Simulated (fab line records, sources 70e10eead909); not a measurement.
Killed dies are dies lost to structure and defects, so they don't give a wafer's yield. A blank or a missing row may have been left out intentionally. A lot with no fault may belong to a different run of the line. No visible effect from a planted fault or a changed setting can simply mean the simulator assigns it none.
A lot that was struck, set against a sound lot    flow nand_harc    41 steps out of a route of 1159
Sound: wafers L325.3, L325.4, L325.5. Struck: wafer L343.4. Last of all comes the cause.
Order at every step that has rows: each side's tool, ch and its chambers, its first start. Under that, the readings that differ: sound wafers    struck wafers    difference of the means    sigmas: that difference in standard deviations of wafers without a fault.
alike: readings whose means differ by less than 2 such deviations, and words and numbers that are the same on both sides. not compared: withheld readings, readings that some wafer has no value for, bounds like >300 that may hide the same value, and numbers for which the record gives no deviation and whose values overlap.
A row with sigmas, a row that says differs or no value, or rows on one side alone: a step with any of these is where the two part. When numbers do not overlap yet have no deviation, they are printed without sigmas and do not part them. A reading missing from all wafers of one side parts the sides only when that side holds two or more wafers.

first, 9 steps without rows for these wafers: NHARC_A_STAIRCASE_HMDS_243 (time 30 s); NHARC_A_STAIRCASE_COAT_244; NHARC_A_STAIRCASE_SOFTBAKE_245 (time 170 s); NHARC_A_STAIRCASE_EBR_246; NHARC_A_STAIRCASE_EXPOSE_247 (exposes mask SDS 1); NHARC_A_STAIRCASE_PEB_248 (peb time 130 s); NHARC_A_STAIRCASE_DEVELOP_249 (time 140 s); NHARC_A_STAIRCASE_HARDBAKE_251 (time 140 s); NHARC_A_STAIRCASE_DESCUM_252 (chemistry O2, time 3 s).
NHARC_A_STAIRCASE_ETCH_253: etches the open film in C4F8/O2, target depth 50 nm, time 20.2 s.
  sound on rie_diel-03 ch 0,2,3, day 11 04:57; struck on rie_diel-03 ch 1, day 15 15:00
  alike: oes_product_au, rf_vpp_V
  not compared: rf_hours_counter_h
then, 1 step without rows for these wafers: NHARC_A_STAIRCASE_STRIP_254 (strips in O2).
NHARC_A_STAIRCASE_STRIP_255: strips in SPM, time 900 s.
  sound on wet_bench-03 ch 0,1,6, day 11 05:23; struck on wet_bench-07 ch 2, day 15 15:28
  alike: temp_c
then, 2 steps without rows for these wafers: NHARC_A_STAIRCASE_PRECLEAN_256 (cleans in SC1); NHARC_A_STAIRCASE_SRD_257.
NHARC_A_STAIRCASE_HM_DEP_456: deposits aC, target thk 1500 nm.
  sound on acl_dep-01 ch 0, day 11 07:31; struck on acl_dep-03 ch 0, day 16 00:32
  alike: throttle_valve_pct
then, 15 steps without rows for these wafers: NHARC_A_STAIRCASE_DEP_259 (deposits SiON, target thk 30 nm); NHARC_A_STAIRCASE_DEHYDRATE_281 (time 120 s); NHARC_A_STAIRCASE_HMDS_282 (time 30 s); NHARC_A_STAIRCASE_COAT_283; NHARC_A_STAIRCASE_SOFTBAKE_284 (time 170 s); NHARC_A_STAIRCASE_EBR_285; NHARC_A_STAIRCASE_EXPOSE_286 (exposes mask CHOP 100); NHARC_A_STAIRCASE_PEB_287 (peb time 130 s); NHARC_A_STAIRCASE_DEVELOP_288 (time 140 s); NHARC_A_STAIRCASE_HARDBAKE_290 (time 140 s); NHARC_A_STAIRCASE_DESCUM_291 (chemistry O2, time 3 s); NHARC_A_STAIRCASE_ETCH_292 (etches the open film in CF4/CHF3); NHARC_A_STAIRCASE_HM_OPEN_460 (chemistry O2/COS); NHARC_A_STAIRCASE_STRIP_461 (strips in O2/COS); NHARC_A_STAIRCASE_ETCH_452 (etches the open film in CF4/O2, target depth 30 nm, overetch 3 nm, time 16.5 s).
NHARC_A_STAIRCASE_ETCH_294: etches the open film in C4F8/O2/Ar, target depth 4992 nm, time 1212.4 s.
  sound on rie_diel-13 ch 1,2; struck on rie_diel-13 ch 0
reading                sound              struck  difference  sigmas
oes_product_au (a.u.)  0.940 0.940 0.947  0.902   -0.040      -3
  alike: rf_vpp_V
  not compared: rf_hours_counter_h
then, 4 steps without rows for these wafers: NHARC_A_STAIRCASE_STRIP_295 (strips in O2); NHARC_A_STAIRCASE_STRIP_296 (strips in SPM, time 900 s); NHARC_A_STAIRCASE_PRECLEAN_297 (cleans in SC1); NHARC_A_STAIRCASE_SRD_298.
NHARC_A_STAIRCASE_HM_DEP_462: deposits aC, target thk 800 nm.
  sound on acl_dep-02 ch 0, day 11 15:07; struck on acl_dep-03 ch 0, day 16 12:39
  alike: throttle_valve_pct
NHARC_A_STAIRCASE_DEP_301: deposits SiON, target thk 30 nm.
  sound on pecvd-02 ch 0,1,2, day 11 16:23; struck on pecvd-04 ch 2, day 16 13:42
  alike: chamber_pressure_Torr, heater_power_w, showerhead_vpp_V
then, 2 steps without rows for these wafers: NHARC_A_STAIRCASE_DEHYDRATE_302 (time 120 s); NHARC_A_STAIRCASE_HMDS_303 (time 30 s).
-- a jump in the record: the struck wafers' starts before and after are 2 days apart (it breaks off in module A_STAIRCASE and resumes in module A_SGD_CUT, where the first step shown is number 747 of the route) --
NHARC_A_SGD_CUT_DEP_00: deposits SiNx, target thk 50 nm.
  sound on pecvd-01 ch 0,1, day 13 12:41; struck on pecvd-02 ch 2, day 18 18:25
reading  sound  struck                    difference                    sigmas
hold     - - -  await_dispo/3.5h/release  no value on the sound wafers  
  alike: heater_power_w
-- the record jumps here: 6 days lie between the struck wafers' starts before and after (it left off in module A_SGD_CUT and takes up again in module END, whose first step shown is number 1159 of the route) --
NHARC_END_SORT_01:
  sound on prober-02 ch 0, day 20 10:27; struck on prober-01 ch 0, day 24 21:41
reading          sound     struck  difference  sigmas
killed_at_array  24 27 25  107     +82         +9
killed_dies      27 27 27  112     +85         +10
killed_open      9 6 0     1       -4          -2
  alike: killed_at_other, killed_at_periphery, killed_short

== WHERE THEY PART ==
First at NHARC_A_STAIRCASE_ETCH_294; last, within this record, at NHARC_END_SORT_01.

WHY: whatever the simulator had introduced
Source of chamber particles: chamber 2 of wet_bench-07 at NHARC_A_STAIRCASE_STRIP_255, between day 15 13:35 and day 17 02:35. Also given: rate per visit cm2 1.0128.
